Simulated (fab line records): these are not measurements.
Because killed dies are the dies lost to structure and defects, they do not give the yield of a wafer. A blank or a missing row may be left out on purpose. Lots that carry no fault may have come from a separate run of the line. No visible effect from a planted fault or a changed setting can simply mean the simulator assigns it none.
Matching of chambers / flow n5 finfet / N5_DUMMY_GATE_ETCH_36 on rie diel-06 has 4 sister chambers
The step etches SiARC in CF4, target depth 13 nm. 8 wafers are shown with their chamber, then 7 later ones without.

== WAFERS PAIRED WITH THEIR CHAMBERS ==
wafer=L074.3; chamber=2; showerhead plenum p Torr (Torr)=2.24; drypump motor current A (A)=5.6
wafer=L075.6; chamber=1; showerhead plenum p Torr (Torr)=2.12; drypump motor current A (A)=6.5
wafer=L083.1; chamber=1; showerhead plenum p Torr (Torr)=2.12; drypump motor current A (A)=6.5
wafer=L084.1; chamber=0; showerhead plenum p Torr (Torr)=2.09; drypump motor current A (A)=5.2
wafer=L084.5; chamber=3; showerhead plenum p Torr (Torr)=2.22; drypump motor current A (A)=5.7
wafer=L084.6; chamber=0; showerhead plenum p Torr (Torr)=2.09; drypump motor current A (A)=5.1
wafer=L086.1; chamber=2; showerhead plenum p Torr (Torr)=2.23; drypump motor current A (A)=5.6
wafer=L086.2; chamber=3; showerhead plenum p Torr (Torr)=2.22; drypump motor current A (A)=5.7

== WAFERS WHOSE CHAMBER IS MISSING ==
wafer=L086.4; showerhead plenum p Torr (Torr)=2.09; drypump motor current A (A)=5.2
wafer=L087.1; showerhead plenum p Torr (Torr)=2.08; drypump motor current A (A)=5.2
wafer=L087.5; showerhead plenum p Torr (Torr)=2.23; drypump motor current A (A)=5.6
wafer=L087.6; showerhead plenum p Torr (Torr)=2.22; drypump motor current A (A)=5.6
wafer=L092.4; showerhead plenum p Torr (Torr)=2.22; drypump motor current A (A)=5.6
wafer=L092.5; showerhead plenum p Torr (Torr)=2.08; drypump motor current A (A)=5.2
wafer=L092.6; showerhead plenum p Torr (Torr)=2.12; drypump motor current A (A)=6.5

== WHICH CHAMBER EACH ONE RAN IN ==
wafer=L086.4; from the rows above=0; in truth=0
wafer=L087.1; from the rows above=0; in truth=0
wafer=L087.5; from the rows above=2; in truth=2
wafer=L087.6; from the rows above=can't be placed: 3 or 2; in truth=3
wafer=L092.4; from the rows above=can't be placed: 3 or 2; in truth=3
wafer=L092.5; from the rows above=0; in truth=0
wafer=L092.6; from the rows above=1; in truth=1
Placed correctly: 5 of 7. Can't be placed from these rows: 2 (the true chamber is among the candidates in 2). Wrongly placed: 0.
How it was worked out, from the rows above alone: a wafer's distance from a chamber is the root of the sum, over the readings, of the square of ((its reading less the chamber's mean) divided by the reading's scatter). The wafer belongs to the nearest chamber; if the next one is less than 2 further off, it can't be placed. For every chamber, the mean is computed from those of its wafers that are shown. How the scatter is found: for the shown wafers, subtract from each reading the mean of its chamber, square and add these, divide the total by (wafers less chambers), then take the root.
